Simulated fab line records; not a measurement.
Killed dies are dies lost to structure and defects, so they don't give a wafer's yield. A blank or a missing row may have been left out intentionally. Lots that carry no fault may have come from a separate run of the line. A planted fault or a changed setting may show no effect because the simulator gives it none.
Chamber matching / flow nand-harc / ald-hk-02 running NHARC_A_WL_FILL_ALD_10: 4 sister chambers
The step deposits SiO2, target thk 50 nm, pulse time 10 s, ald cycles 500. 14 wafers are shown with their chamber, then 7 later ones without.

== EACH WAFER AND ITS CHAMBER ==
wafer=L737.1; chamber=1; heater-power-w (W)=489; precursor-pulse-height-rel=0.991
wafer=L737.2; chamber=2; heater-power-w (W)=461; precursor-pulse-height-rel=1.012
wafer=L737.6; chamber=0; heater-power-w (W)=609; precursor-pulse-height-rel=0.976
wafer=L735.2; chamber=0; heater-power-w (W)=589; precursor-pulse-height-rel=0.996
wafer=L735.1; chamber=3; heater-power-w (W)=444; precursor-pulse-height-rel=0.980
wafer=L735.5; chamber=1; heater-power-w (W)=509; precursor-pulse-height-rel=0.974
wafer=L744.1; chamber=0; heater-power-w (W)=579; precursor-pulse-height-rel=1.005
wafer=L744.2; chamber=3; heater-power-w (W)=451; precursor-pulse-height-rel=0.980
wafer=L744.6; chamber=3; heater-power-w (W)=448; precursor-pulse-height-rel=0.989
wafer=L742.2; chamber=2; heater-power-w (W)=461; precursor-pulse-height-rel=0.999
wafer=L742.1; chamber=1; heater-power-w (W)=500; precursor-pulse-height-rel=0.968
wafer=L742.6; chamber=3; heater-power-w (W)=450; precursor-pulse-height-rel=1.005
wafer=L751.3; chamber=2; heater-power-w (W)=454; precursor-pulse-height-rel=1.004
wafer=L751.5; chamber=2; heater-power-w (W)=475; precursor-pulse-height-rel=0.980

SIGNATURES (means of the wafers above)
reading=heater-power-w; chamber 0=592.33; chamber 1=499.33; chamber 2=462.75; chamber 3=448.25; scatter within a chamber=9.64
reading=precursor-pulse-height-rel; chamber 0=0.99233; chamber 1=0.97767; chamber 2=0.99875; chamber 3=0.98850; scatter within a chamber=0.013
Rule: for each reading, subtract the chamber's mean from the wafer's reading, divide by that reading's scatter and square the result; add these up over the readings and take the root, which gives the wafer's distance from the chamber. The wafer belongs to the nearest chamber; if the next one is less than 2 further off, it can't be placed. The scatter: take each reading less its chamber's mean, square it, sum over the shown wafers, divide by the number of wafers less the number of chambers, and take the root.

== WAFERS WITHOUT THEIR CHAMBER ==
wafer=L751.6; heater-power-w (W)=439; precursor-pulse-height-rel=0.990
wafer=L752.1; heater-power-w (W)=512; precursor-pulse-height-rel=0.982
wafer=L752.3; heater-power-w (W)=608; precursor-pulse-height-rel=1.013
wafer=L752.4; heater-power-w (W)=442; precursor-pulse-height-rel=1.020
wafer=L758.2; heater-power-w (W)=432; precursor-pulse-height-rel=0.994
wafer=L758.4; heater-power-w (W)=458; precursor-pulse-height-rel=0.977
wafer=L758.6; heater-power-w (W)=442; precursor-pulse-height-rel=0.963

== EACH ONE'S CHAMBER ==
wafer=L751.6; from the rows above=can't be placed: 3 or 2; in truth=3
wafer=L752.1; from the rows above=1; in truth=1
wafer=L752.3; from the rows above=0; in truth=0
wafer=L752.4; from the rows above=can't be placed: 3 or 2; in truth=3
wafer=L758.2; from the rows above=can't be placed: 3 or 2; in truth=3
wafer=L758.4; from the rows above=can't be placed: 3 or 2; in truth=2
wafer=L758.6; from the rows above=can't be placed: 3 or 2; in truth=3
Placed correctly: 2 of 7. These rows do not allow placing 5 (true chamber among the candidates in 5). 0 placed wrongly.
